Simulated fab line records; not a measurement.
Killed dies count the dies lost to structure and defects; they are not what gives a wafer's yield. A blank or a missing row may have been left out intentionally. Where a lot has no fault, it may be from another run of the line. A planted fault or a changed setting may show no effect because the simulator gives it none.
Matching of chambers / flow n5 finfet / N5_BEOL_M11_ETCH_62 on rie diel-02 has 4 sister chambers
The step etches SOC in N2/H2, target depth 110 nm, overetch 22 nm, time 165 s. 8 wafers are shown with their chamber, then 8 later ones without.

WAFERS, EACH WITH ITS CHAMBER
wafer=L078.1; chamber=1; showerhead plenum p Torr (Torr)=2.37; drypump motor current A (A)=6.0
wafer=L084.5; chamber=3; showerhead plenum p Torr (Torr)=2.44; drypump motor current A (A)=6.2
wafer=L085.3; chamber=0; showerhead plenum p Torr (Torr)=2.50; drypump motor current A (A)=5.2
wafer=L085.4; chamber=1; showerhead plenum p Torr (Torr)=2.37; drypump motor current A (A)=6.0
wafer=L085.5; chamber=0; showerhead plenum p Torr (Torr)=2.51; drypump motor current A (A)=5.3
wafer=L087.4; chamber=3; showerhead plenum p Torr (Torr)=2.43; drypump motor current A (A)=6.2
wafer=L087.6; chamber=2; showerhead plenum p Torr (Torr)=2.70; drypump motor current A (A)=5.7
wafer=L091.1; chamber=2; showerhead plenum p Torr (Torr)=2.69; drypump motor current A (A)=5.7

WAFERS MISSING THEIR CHAMBER
wafer=L091.3; showerhead plenum p Torr (Torr)=2.50; drypump motor current A (A)=5.3
wafer=L091.6; showerhead plenum p Torr (Torr)=2.50; drypump motor current A (A)=5.2
wafer=L093.2; showerhead plenum p Torr (Torr)=2.43; drypump motor current A (A)=6.2
wafer=L093.3; showerhead plenum p Torr (Torr)=2.50; drypump motor current A (A)=5.2
wafer=L093.5; showerhead plenum p Torr (Torr)=2.69; drypump motor current A (A)=5.7
wafer=L097.1; showerhead plenum p Torr (Torr)=2.42; drypump motor current A (A)=6.2
wafer=L097.2; showerhead plenum p Torr (Torr)=2.68; drypump motor current A (A)=6.0
wafer=L097.3; showerhead plenum p Torr (Torr)=2.50; drypump motor current A (A)=5.2

THE CHAMBER EACH PASSED THROUGH
wafer=L091.3; from the rows above=0; in truth=0
wafer=L091.6; from the rows above=0; in truth=0
wafer=L093.2; from the rows above=3; in truth=3
wafer=L093.3; from the rows above=0; in truth=0
wafer=L093.5; from the rows above=2; in truth=2
wafer=L097.1; from the rows above=3; in truth=3
wafer=L097.2; from the rows above=2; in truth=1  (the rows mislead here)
wafer=L097.3; from the rows above=0; in truth=0
Placed correctly: 7 of 8. From these rows, 0 cannot be placed. Number placed wrongly: 1.
How it was worked out, from the rows above alone: a wafer's distance from a chamber is the root of the sum, over the readings, of the square of ((its reading less the chamber's mean) divided by the reading's scatter). The wafer belongs to the nearest chamber; if the next one is less than 2 further off, it can't be placed. Each chamber's mean is taken over the wafers shown for it. How the scatter is found: for the shown wafers, subtract from each reading the mean of its chamber, square and add these, divide the total by (wafers less chambers), then take the root.
